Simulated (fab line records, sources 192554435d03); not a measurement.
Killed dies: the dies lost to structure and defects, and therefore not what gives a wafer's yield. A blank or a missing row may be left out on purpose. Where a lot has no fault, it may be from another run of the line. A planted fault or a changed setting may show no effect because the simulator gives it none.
Split-lot experiment	flow n5Finfet	21 wafers read across 7 lots, on a route 1938 steps long

ON THE SPLIT
At N5_BEOL_M7_ETCH_62 (etches SOC in N2/H2, target depth 110 nm, overetch 22 nm, time 165 s), the setting sourceW was moved away from the recipe's 840 W on 6 of the 21 wafers read, by -13.8% to +16.7%. This setting was run at the recipe's value on the other wafers.

The reading comes from the split's own step.

THE READING
rfVppV, in V, at N5_BEOL_M7_ETCH_62 (etches SOC in N2/H2, target depth 110 nm, overetch 22 nm, time 165 s). On this fab line, fault-free wafers typically give 524.0 V with a standard deviation of 2.5 V.

wafer	tool, chamber at the split	sourceW as run, W	against the recipe	rfVppV, V	against lot-mates on the recipe
L074.2	rieDiel-02, 0	840	recipe	522.9	-
L074.3	rieDiel-02, 1	840	recipe	522.4	-
L074.6	rieDiel-02, 2	840	recipe	522.9	-
L079.2	rieDiel-06, 3	778.4	-7.3%	541.3	+16.5
L079.4	rieDiel-06, 1	778.4	-7.3%	534.4	+9.6
L079.6	rieDiel-06, 2	840	recipe	524.8	-
L089.1	rieDiel-02, 1	840	recipe	524.4	-
L089.2	rieDiel-02, 2	724	-13.8%	550.1	+25.7
L089.6	rieDiel-02, 3	724	-13.8%	554.4	+30.0
L084.2	rieDiel-04, 0	840	recipe	521.0	-
L084.3	rieDiel-04, 1	840	recipe	522.2	-
L084.6	rieDiel-04, 1	840	recipe	521.5	-
L091.1	rieDiel-04, 3	840	recipe	527.2	-
L091.2	rieDiel-04, 2	840	recipe	519.6	-
L091.5	rieDiel-04, 3	909.8	+8.3%	511.4	-12.0
L092.1	rieDiel-02, 1	840	recipe	522.7	-
L092.3	rieDiel-02, 2	980.2	+16.7%	496.4	-26.6
L092.6	rieDiel-02, 0	840	recipe	523.3	-
L096.2	rieDiel-06, 2	840	recipe	522.7	-
L096.4	rieDiel-06, 2	840	recipe	524.1	-
L096.5	rieDiel-06, 1	840	recipe	523.0	-

FIT RESULTS
A straight line over all 21 wafers: rfVppV changes by -1.85 V for each +1% of sourceW; r = -0.98; the points scatter about the line by 2.6 V.
The same after taking each lot's own level away (the mean of its wafers on the recipe; 21 wafers): -1.79 V for each +1%; r = -0.98; scatter 2.2 V.
Per that fit: largest sourceW move, reading shift of 30 V.
The span of the lots' own levels, 521.57 to 524.80 V, comes to 1.3 times the standard deviation stated above.
Hence the lot-to-lot level has little effect on the slope; both slopes agree.
Check: for one of the wafers moved furthest among these (+16.7%), held out of the fit, the line's prediction against its lot-mates is -31.1 V. Against them it came out at -26.6 V.
Tool readings at the split's step, against how far the setting was moved: rfVppV r = -0.98.

ADDITIONAL SPLITS CARRIED BY THESE WAFERS
Other splits were also applied to these wafers ahead of the reading. Each is held against what the fit with the lots' levels taken away leaves over:
other split on the same wafers	wafers away from the commonest value	r with rfVppV (lot level and that fit taken away)
N5_BEOL_M6_ILD_DEP_00 timeS	9	-0.35
N5_BEOL_M6_COAT_59 spinRpm	7	+0.05

THE FILE'S OWN FIT
rfVppV changes by -1.73 V for each +1% of sourceW, r = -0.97.
